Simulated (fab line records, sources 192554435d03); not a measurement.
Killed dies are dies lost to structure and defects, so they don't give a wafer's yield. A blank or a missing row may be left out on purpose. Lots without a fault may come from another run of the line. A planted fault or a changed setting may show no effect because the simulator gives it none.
A struck lot beside a sound one | flow n5_finfet | 37 steps out of a route of 1938
Sound: wafers L509.2, L509.3, L509.6. Struck: wafers L496.2, L496.4, L496.5. The cause comes at the end.
At each step with rows: each side's tool, then ch and its chambers, then its first start. Under that, the readings that differ: sound wafers | struck wafers | difference of the means | sigmas: that difference in standard deviations of wafers without a fault.
alike: readings whose means differ by less than 2 such deviations, and words and numbers that are the same on both sides. not compared: withheld readings, readings that some wafer has no value for, bounds like >300 that may hide the same value, and numbers for which the record gives no deviation and whose values overlap.
The two part at a step that has a row with sigmas, a row that says differs or no value, or rows on one side only. Numbers that don't overlap but have no deviation are shown without sigmas and don't part them. A reading that every wafer of one side lacks parts them only if that side has two wafers or more.

first, 9 steps without rows for these wafers: N5_BEOL_M0_ANNEAL_135 (time 60 s); N5_BEOL_M0_SPUTTER_141 (material Cu, target thk 4 nm, time 7.37 s); N5_BEOL_M0_ECD_118 (material Cu, target thk 300 nm); N5_BEOL_M0_ANNEAL_119 (time 90 s); N5_BEOL_M0_CMP_120 (polishes, stops on SiOC, t overpolish 6.9 s); N5_BEOL_M0_PRE_CLEAN_131 (time 15 s); N5_BEOL_M0_CO_CAP_123 (material Co, precursor CCTBA/H2, target thk 2 nm, time 102.1 s); N5_BEOL_M0_PRE_CLEAN_124 (time 15 s); N5_BEOL_M0_DEP_125 (deposits SiCN from 3MS/NH3, target thk 8 nm, time 14 s).
N5_BEOL_M1_ILD_DEP_00: deposits SiOC from DEMS/O2, target thk 79 nm, time 15.3 s.
  sound on pecvd-04 ch 1,2, day 11 22:41; struck on pecvd-04 ch 1,2, day 8 12:38
  no value came back on the struck wafers for any of 5 readings (chamber_pressure_Torr (Torr), heater_power_outer_w (W) and others); on the sound wafers chamber_pressure_Torr (Torr) reads 4.992 5.005 4.991
then, 24 steps without rows for these wafers: N5_BEOL_M1_PECVD_72 (deposits SiO2 from TEOS/O2, target thk 16 nm, time 18 s); N5_BEOL_M1_HM_DEP_02 (deposits TiN, target thk 20 nm); N5_BEOL_M1_COAT_61 (time 60 s, resist thk 60 nm); N5_BEOL_M1_COAT_62 (time 60 s, resist thk 12 nm); N5_BEOL_M1_COAT_73 (time 60 s, resist thk 5 nm); N5_BEOL_M1_COAT_05 (resist thk 30 nm); N5_BEOL_M1_EBR_07; N5_BEOL_M1_SOFTBAKE_06 (time 60 s); N5_BEOL_M1_EXPOSE_08 (exposes mask M1); N5_BEOL_M1_PEB_09 (peb time 60 s); N5_BEOL_M1_DEVELOP_10 (develop time 30 s); N5_BEOL_M1_DESCUM_16 (chemistry O2, time 7 s); N5_BEOL_M1_ETCH_74 (etches underlayer in N2/H2, target depth 6.5 nm, time 5.2 s); N5_BEOL_M1_ETCH_63 (etches SiARC in CF4, target depth 15.6 nm, time 26 s); N5_BEOL_M1_ETCH_64 (etches SOC in N2/H2, target depth 75 nm, overetch 15 nm, time 112.5 s); N5_BEOL_M1_STRIP_65 (strips in N2/H2); N5_BEOL_M1_STRIP_75 (strips in N2/H2); N5_BEOL_M1_STRIP_66 (strips in CF4); N5_BEOL_M1_HM_OPEN_17 (chemistry Cl2/BCl3, target TiN, target depth 20 nm, overetch 6 nm); N5_BEOL_M1_STRIP_19 (strips in O2); N5_BEOL_M1_COAT_67 (time 60 s, resist thk 60 nm); N5_BEOL_M1_COAT_68 (time 60 s, resist thk 12 nm); N5_BEOL_M1_COAT_76 (time 60 s, resist thk 5 nm); N5_BEOL_M1_COAT_22 (resist thk 30 nm).
N5_BEOL_M1_OCD_MEAS_38:
  sound on ocd-01, day 12 04:35; struck on ocd-01, day 9 11:28
  reading              | sound          | struck | difference                    | sigmas
  trench_depth_nm (nm) | 53.8 55.0 56.9 | - - -  | no value on the struck wafers |
N5_BEOL_M4_RC_MEAS_101:
  the record has rows for the sound wafers here (prober-01 ch 0, day 13 17:56) and none for the struck ones
-- the record jumps here: 6 days lie between the struck wafers' starts before and after (it left off in module BEOL_M4 and takes up again in module PASSIVATION, whose first step shown is number 1936 of the route) --
N5_PASSIVATION_PROBE_49:
  the record has rows for the struck wafers here (prober-01, day 15 09:01) and none for the sound ones

WHERE THEY PART
First at N5_BEOL_M1_ILD_DEP_00; last, within this record, at N5_PASSIVATION_PROBE_49.

WHY: what the simulator had put in
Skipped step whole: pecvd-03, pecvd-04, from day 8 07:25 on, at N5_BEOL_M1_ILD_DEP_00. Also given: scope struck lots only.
